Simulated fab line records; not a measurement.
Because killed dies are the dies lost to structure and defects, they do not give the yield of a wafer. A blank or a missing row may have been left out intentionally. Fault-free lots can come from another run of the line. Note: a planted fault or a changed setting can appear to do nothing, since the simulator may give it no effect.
Which of the tools did it? / flow nandHarc / 32 wafers from 11 lots sampled at 5 of the route's 1302 steps

== WHAT THE GAUGES SHOWED, per wafer ==
NHARC_END_SORT_01. Usual: killedAtArray 57, standard deviation 18; killedAtOther 0.8, standard deviation 1; killedAtPeriphery 3.9, standard deviation 2.8; killedDies 62, standard deviation 18; killedOpen 3.4, standard deviation 1.8; killedShort 2.2, standard deviation 1.6.
lot=L185; measured=day 29 11:46; on=prober-02; killedAtArray=676 674; killedAtOther=0 1; killedAtPeriphery=1 2; killedDies=677 677; killedOpen=2 4; killedShort=1 2; flag=OFF
lot=L187; measured=day 30 09:39; on=prober-02; killedAtArray=677 80 71; killedAtOther=0 0 0; killedAtPeriphery=0 0 1; killedDies=677 80 72; killedOpen=4 5 3; killedShort=5 1 1; flag=OFF
lot=L186; measured=day 30 08:52; on=prober-01; killedAtArray=677 63 69; killedAtOther=0 0 0; killedAtPeriphery=0 3 1; killedDies=677 66 70; killedOpen=3 4 3; killedShort=1 0 3; flag=OFF

== TOOL THAT RAN EACH LOT (tool first, then ch and the chambers of the sampled wafers, then the start) ==
lot=L176; NHARC_A_CONTACT_ETCH_127=harCapEtch-02 ch 0,1, day 23 23:55; NHARC_A_CONTACT_ETCH_91=rieDiel-03 ch 0,1,2, day 24 01:41; NHARC_A_CONTACT_ETCH_97=rieDiel-03 ch 0,2,3, day 24 01:48; NHARC_A_CONTACT_STRIP_82=rieDiel-03 ch 1,2, no start
lot=L177; NHARC_A_CONTACT_ETCH_127=harCapEtch-02 ch 0,1, day 24 03:26; NHARC_A_CONTACT_ETCH_91=rieDiel-02 ch 1,3, day 24 05:20; NHARC_A_CONTACT_ETCH_97=rieDiel-02 ch 1,3, day 24 05:28; NHARC_A_CONTACT_STRIP_82=rieDiel-02 ch 1,3, no start
lot=L178; NHARC_A_CONTACT_ETCH_127=harCapEtch-03 ch 0,1, day 24 18:22; NHARC_A_CONTACT_ETCH_91=rieDiel-03 ch 1,2, day 24 20:08; NHARC_A_CONTACT_ETCH_97=rieDiel-03 ch 1,2, day 24 20:16; NHARC_A_CONTACT_STRIP_82=rieDiel-03 ch 1,2,3, no start
lot=L185; NHARC_A_CONTACT_ETCH_127=harCapEtch-01 ch 0,1, day 27 04:31; NHARC_A_CONTACT_ETCH_91=rieDiel-03 ch 0,3, day 27 06:24; NHARC_A_CONTACT_ETCH_97=rieDiel-03 ch 1,2, day 27 06:31; NHARC_A_CONTACT_STRIP_82=rieDiel-03 ch 0,2, day 29 11:46 or earlier
lot=L187; NHARC_A_CONTACT_ETCH_127=harCapEtch-03 ch 0,1, day 28 01:54; NHARC_A_CONTACT_ETCH_91=rieDiel-03 ch 0,2,3, day 28 04:14; NHARC_A_CONTACT_ETCH_97=rieDiel-03 ch 0,1,2, day 28 04:21; NHARC_A_CONTACT_STRIP_82=rieDiel-03 ch 0,2,3, day 30 09:39 or earlier
lot=L186; NHARC_A_CONTACT_ETCH_127=harCapEtch-01 ch 0,1, day 28 03:48; NHARC_A_CONTACT_ETCH_91=rieDiel-03 ch 0,3, day 28 05:40; NHARC_A_CONTACT_ETCH_97=rieDiel-03 ch 0,3, day 28 05:48; NHARC_A_CONTACT_STRIP_82=rieDiel-03 ch 0,1,3, day 30 08:52 or earlier
lot=L191; NHARC_A_CONTACT_ETCH_127=harCapEtch-02 ch 0,1, day 30 02:18; NHARC_A_CONTACT_ETCH_91=rieDiel-10 ch 0,3, day 30 04:10; NHARC_A_CONTACT_ETCH_97=rieDiel-10 ch 1,3, day 30 04:19; NHARC_A_CONTACT_STRIP_82=rieDiel-03 ch 0,2,3, no start
lot=L192; NHARC_A_CONTACT_ETCH_127=harCapEtch-01 ch 0,1, day 30 04:25; NHARC_A_CONTACT_ETCH_91=rieDiel-02 ch 0,3, day 30 06:16; NHARC_A_CONTACT_ETCH_97=rieDiel-02 ch 0,1,3, day 30 06:25; NHARC_A_CONTACT_STRIP_82=rieDiel-03 ch 2,3, no start
lot=L193; NHARC_A_CONTACT_ETCH_127=harCapEtch-03 ch 0,1, day 31 06:49; NHARC_A_CONTACT_ETCH_91=rieDiel-03 ch 0,2, day 31 08:40; NHARC_A_CONTACT_ETCH_97=rieDiel-03 ch 0,1,3, day 31 08:47; NHARC_A_CONTACT_STRIP_82=rieDiel-03 ch 0,1,3, no start
lot=L195; NHARC_A_CONTACT_ETCH_127=harCapEtch-02 ch 0,1, day 31 11:47; NHARC_A_CONTACT_ETCH_91=rieDiel-02 ch 0,1,2, day 31 13:38; NHARC_A_CONTACT_ETCH_97=rieDiel-02 ch 2,3, day 31 13:44; NHARC_A_CONTACT_STRIP_82=rieDiel-10 ch 1,2, no start
lot=L194; NHARC_A_CONTACT_ETCH_127=harCapEtch-01 ch 0,1, day 32 06:00; NHARC_A_CONTACT_ETCH_91=rieDiel-03 ch 0,3, day 32 08:03; NHARC_A_CONTACT_ETCH_97=rieDiel-03 ch 0,2,3, day 32 08:12; NHARC_A_CONTACT_STRIP_82=rieDiel-03 ch 2,3, no start
- NHARC_A_CONTACT_ETCH_127: etches the open film in C4F8/O2/Ar, time 197 s, target depth 1918 nm.
- NHARC_A_CONTACT_ETCH_91: etches the open film in CH3F/O2, target depth 40 nm, time 85.7 s.
- NHARC_A_CONTACT_ETCH_97: etches the open film in C4F6/O2, target depth 20 nm, time 10 s.
- NHARC_A_CONTACT_STRIP_82: strips in O2.

== WHAT THE TOOLS THEMSELVES READ (means of the sampled wafers that have a number; where no wafer has one, the mark that the record gives instead) ==
NHARC_A_CONTACT_ETCH_91. Usual: drypumpMotorCurrentA 5.7 A, standard deviation 0.44; oesProductAu 0.94 a.u., standard deviation 0.032; rfVppV 244.4 V, standard deviation 1.8; runLengthS 106.9 s, standard deviation 0.46; showerheadPlenumPTorr 2.47 Torr, standard deviation 0.11; throttleValvePct 20.663 %, standard deviation 0.009.
lot=L176; tool=rieDiel-03; drypumpMotorCurrentA (A)=6.0; oesProductAu (a.u.)=0.93; rfVppV (V)=243.6; runLengthS (s)=106.7; showerheadPlenumPTorr (Torr)=2.40; throttleValvePct (%)=20.660; flag=
lot=L177; tool=rieDiel-02; drypumpMotorCurrentA (A)=5.2; oesProductAu (a.u.)=0.91; rfVppV (V)=246.1; runLengthS (s)=107.1; showerheadPlenumPTorr (Torr)=2.59; throttleValvePct (%)=20.666; flag=
lot=L178; tool=rieDiel-03; drypumpMotorCurrentA (A)=6.2; oesProductAu (a.u.)=0.92; rfVppV (V)=243.9; runLengthS (s)=106.5; showerheadPlenumPTorr (Torr)=2.46; throttleValvePct (%)=20.664; flag=
lot=L185; tool=rieDiel-03; drypumpMotorCurrentA (A)=5.8; oesProductAu (a.u.)=0.92; rfVppV (V)=244.8; runLengthS (s)=106.7; showerheadPlenumPTorr (Torr)=2.46; throttleValvePct (%)=20.667; flag=
lot=L187; tool=rieDiel-03; drypumpMotorCurrentA (A)=5.9; oesProductAu (a.u.)=0.91; rfVppV (V)=244.0; runLengthS (s)=106.7; showerheadPlenumPTorr (Torr)=2.47; throttleValvePct (%)=20.660; flag=
lot=L186; tool=rieDiel-03; drypumpMotorCurrentA (A)=5.7; oesProductAu (a.u.)=0.91; rfVppV (V)=243.7; runLengthS (s)=107.1; showerheadPlenumPTorr (Torr)=2.41; throttleValvePct (%)=20.658; flag=
lot=L191; tool=rieDiel-10; drypumpMotorCurrentA (A)=5.3; oesProductAu (a.u.)=1.00; rfVppV (V)=243.6; runLengthS (s)=106.9; showerheadPlenumPTorr (Torr)=2.42; throttleValvePct (%)=20.663; flag=
lot=L192; tool=rieDiel-02; drypumpMotorCurrentA (A)=5.2; oesProductAu (a.u.)=0.99; rfVppV (V)=246.5; runLengthS (s)=107.5; showerheadPlenumPTorr (Torr)=2.55; throttleValvePct (%)=20.651; flag=
lot=L193; tool=rieDiel-03; drypumpMotorCurrentA (A)=5.8; oesProductAu (a.u.)=0.91; rfVppV (V)=243.4; runLengthS (s)=106.8; showerheadPlenumPTorr (Torr)=2.39; throttleValvePct (%)=20.675; flag=
lot=L195; tool=rieDiel-02; drypumpMotorCurrentA (A)=5.5; oesProductAu (a.u.)=0.93; rfVppV (V)=243.8; runLengthS (s)=106.9; showerheadPlenumPTorr (Torr)=2.48; throttleValvePct (%)=20.661; flag=
lot=L194; tool=rieDiel-03; drypumpMotorCurrentA (A)=5.8; oesProductAu (a.u.)=0.99; rfVppV (V)=243.7; runLengthS (s)=106.7; showerheadPlenumPTorr (Torr)=2.49; throttleValvePct (%)=20.670; flag=

NHARC_A_CONTACT_ETCH_97. Usual: c4f6FlowSccm 24.99 sccm, standard deviation 0.076; drypumpMotorCurrentA 5.7 A, standard deviation 0.43; oesProductAu 0.956 a.u., standard deviation 0.026; rfVppV 547 V, standard deviation 3.7; runLengthS 31.0 s, standard deviation 0.41; showerheadPlenumPTorr 3.95 Torr, standard deviation 0.17; throttleValvePct 26.902 %, standard deviation 0.0094.
lot=L176; tool=rieDiel-03; c4f6FlowSccm (sccm)=24.96; drypumpMotorCurrentA (A)=5.9; oesProductAu (a.u.)=0.935; rfVppV (V)=547; runLengthS (s)=30.8; showerheadPlenumPTorr (Torr)=3.95; throttleValvePct (%)=26.901; flag=
lot=L177; tool=rieDiel-02; c4f6FlowSccm (sccm)=25.04; drypumpMotorCurrentA (A)=5.3; oesProductAu (a.u.)=0.935; rfVppV (V)=552; runLengthS (s)=31.1; showerheadPlenumPTorr (Torr)=4.13; throttleValvePct (%)=26.889; flag=
lot=L178; tool=rieDiel-03; c4f6FlowSccm (sccm)=25.05; drypumpMotorCurrentA (A)=6.2; oesProductAu (a.u.)=0.953; rfVppV (V)=547; runLengthS (s)=30.9; showerheadPlenumPTorr (Torr)=3.84; throttleValvePct (%)=26.897; flag=
lot=L185; tool=rieDiel-03; c4f6FlowSccm (sccm)=24.94; drypumpMotorCurrentA (A)=6.2; oesProductAu (a.u.)=0.955; rfVppV (V)=546; runLengthS (s)=26.6; showerheadPlenumPTorr (Torr)=3.88; throttleValvePct (%)=26.908; flag=OFF
lot=L187; tool=rieDiel-03; c4f6FlowSccm (sccm)=24.91; drypumpMotorCurrentA (A)=6.0; oesProductAu (a.u.)=0.941; rfVppV (V)=545; runLengthS (s)=29.8; showerheadPlenumPTorr (Torr)=3.83; throttleValvePct (%)=26.908; flag=
lot=L186; tool=rieDiel-03; c4f6FlowSccm (sccm)=25.01; drypumpMotorCurrentA (A)=5.8; oesProductAu (a.u.)=0.938; rfVppV (V)=548; runLengthS (s)=29.4; showerheadPlenumPTorr (Torr)=3.98; throttleValvePct (%)=26.888; flag=OFF
lot=L191; tool=rieDiel-10; c4f6FlowSccm (sccm)=25.01; drypumpMotorCurrentA (A)=5.6; oesProductAu (a.u.)=0.998; rfVppV (V)=550; runLengthS (s)=31.0; showerheadPlenumPTorr (Torr)=4.05; throttleValvePct (%)=26.904; flag=
lot=L192; tool=rieDiel-02; c4f6FlowSccm (sccm)=25.04; drypumpMotorCurrentA (A)=5.3; oesProductAu (a.u.)=1.001; rfVppV (V)=550; runLengthS (s)=31.0; showerheadPlenumPTorr (Torr)=4.05; throttleValvePct (%)=26.911; flag=
lot=L193; tool=rieDiel-03; c4f6FlowSccm (sccm)=24.96; drypumpMotorCurrentA (A)=5.9; oesProductAu (a.u.)=0.942; rfVppV (V)=545; runLengthS (s)=30.9; showerheadPlenumPTorr (Torr)=3.85; throttleValvePct (%)=26.900; flag=
lot=L195; tool=rieDiel-02; c4f6FlowSccm (sccm)=25.00; drypumpMotorCurrentA (A)=5.7; oesProductAu (a.u.)=0.946; rfVppV (V)=547; runLengthS (s)=30.8; showerheadPlenumPTorr (Torr)=3.91; throttleValvePct (%)=26.894; flag=
lot=L194; tool=rieDiel-03; c4f6FlowSccm (sccm)=25.02; drypumpMotorCurrentA (A)=5.9; oesProductAu (a.u.)=0.988; rfVppV (V)=547; runLengthS (s)=31.3; showerheadPlenumPTorr (Torr)=3.93; throttleValvePct (%)=26.908; flag=

NHARC_A_CONTACT_STRIP_82. Usual: drypumpMotorCurrentA 5.8 A, standard deviation 0.42; oesProductAu 0.997 a.u., standard deviation 0.011; rfVppV 57.7 V, standard deviation 0.85; showerheadPlenumPTorr 3.54 Torr, standard deviation 0.15; throttleValvePct 17.036 %, standard deviation 0.0085.
lot=L176; tool=rieDiel-03; drypumpMotorCurrentA (A)=6.2; oesProductAu (a.u.)=1.001; rfVppV (V)=57.6; showerheadPlenumPTorr (Torr)=3.53; throttleValvePct (%)=17.042; flag=
lot=L177; tool=rieDiel-02; drypumpMotorCurrentA (A)=5.3; oesProductAu (a.u.)=0.995; rfVppV (V)=57.8; showerheadPlenumPTorr (Torr)=3.71; throttleValvePct (%)=17.042; flag=
lot=L178; tool=rieDiel-03; drypumpMotorCurrentA (A)=6.1; oesProductAu (a.u.)=0.995; rfVppV (V)=57.9; showerheadPlenumPTorr (Torr)=3.56; throttleValvePct (%)=17.038; flag=
lot=L185; tool=rieDiel-03; drypumpMotorCurrentA (A)=5.9; oesProductAu (a.u.)=0.994; rfVppV (V)=58.0; showerheadPlenumPTorr (Torr)=3.48; throttleValvePct (%)=17.034; flag=
lot=L187; tool=rieDiel-03; drypumpMotorCurrentA (A)=5.9; oesProductAu (a.u.)=0.985; rfVppV (V)=57.4; showerheadPlenumPTorr (Torr)=3.55; throttleValvePct (%)=17.033; flag=
lot=L186; tool=rieDiel-03; drypumpMotorCurrentA (A)=5.9; oesProductAu (a.u.)=0.995; rfVppV (V)=58.0; showerheadPlenumPTorr (Torr)=3.47; throttleValvePct (%)=17.043; flag=
lot=L191; tool=rieDiel-03; drypumpMotorCurrentA (A)=5.9; oesProductAu (a.u.)=0.985; rfVppV (V)=57.9; showerheadPlenumPTorr (Torr)=3.55; throttleValvePct (%)=17.032; flag=
lot=L192; tool=rieDiel-03; drypumpMotorCurrentA (A)=6.2; oesProductAu (a.u.)=0.995; rfVppV (V)=57.6; showerheadPlenumPTorr (Torr)=3.63; throttleValvePct (%)=17.034; flag=
lot=L193; tool=rieDiel-03; drypumpMotorCurrentA (A)=5.9; oesProductAu (a.u.)=0.995; rfVppV (V)=57.5; showerheadPlenumPTorr (Torr)=3.46; throttleValvePct (%)=17.028; flag=
lot=L195; tool=rieDiel-10; drypumpMotorCurrentA (A)=5.2; oesProductAu (a.u.)=1.008; rfVppV (V)=57.8; showerheadPlenumPTorr (Torr)=3.49; throttleValvePct (%)=17.036; flag=
lot=L194; tool=rieDiel-03; drypumpMotorCurrentA (A)=6.0; oesProductAu (a.u.)=0.992; rfVppV (V)=58.4; showerheadPlenumPTorr (Torr)=3.65; throttleValvePct (%)=17.038; flag=

== THE ANSWER, worked out from the rows above alone ==
Rule: a lot is off if the mean of its wafers that have a number lies more than 3 standard deviations from the usual mean. Also off: a lot with no number at a reading for which 4 or more lots have one. All remaining lots with rows at the step are treated as sound. First the gauges in route order, then the tools' own readings, where a lot's mean is used as printed above. At the first step where some lot is off, the reading lying furthest off is the one used; lots without a number count as furthest.
Off: L185, L187, L186, at NHARC_END_SORT_01 (killedAtArray). Neither off nor sound, because the step has no rows for them: L176, L177, L178, L191, L192, L193, L195, L194.
If a tool, at a process step before that reading, ran all the lots that are off and no sound lot after the first of them, it fits. Gauges at NHARC_END_SORT_01: tried the same way as those tools. With no start given for some of its lots, NHARC_A_CONTACT_STRIP_82 uses the hours and lot order of NHARC_END_SORT_01. One candidate fits, namely rieDiel-03 at NHARC_A_CONTACT_ETCH_91 and NHARC_A_CONTACT_ETCH_97 and NHARC_A_CONTACT_STRIP_82. It ran no sound lot before its first lot that is off in this sample, so the start can't be narrowed down.

== WHAT WAS PUT IN BY THE SIMULATOR ==
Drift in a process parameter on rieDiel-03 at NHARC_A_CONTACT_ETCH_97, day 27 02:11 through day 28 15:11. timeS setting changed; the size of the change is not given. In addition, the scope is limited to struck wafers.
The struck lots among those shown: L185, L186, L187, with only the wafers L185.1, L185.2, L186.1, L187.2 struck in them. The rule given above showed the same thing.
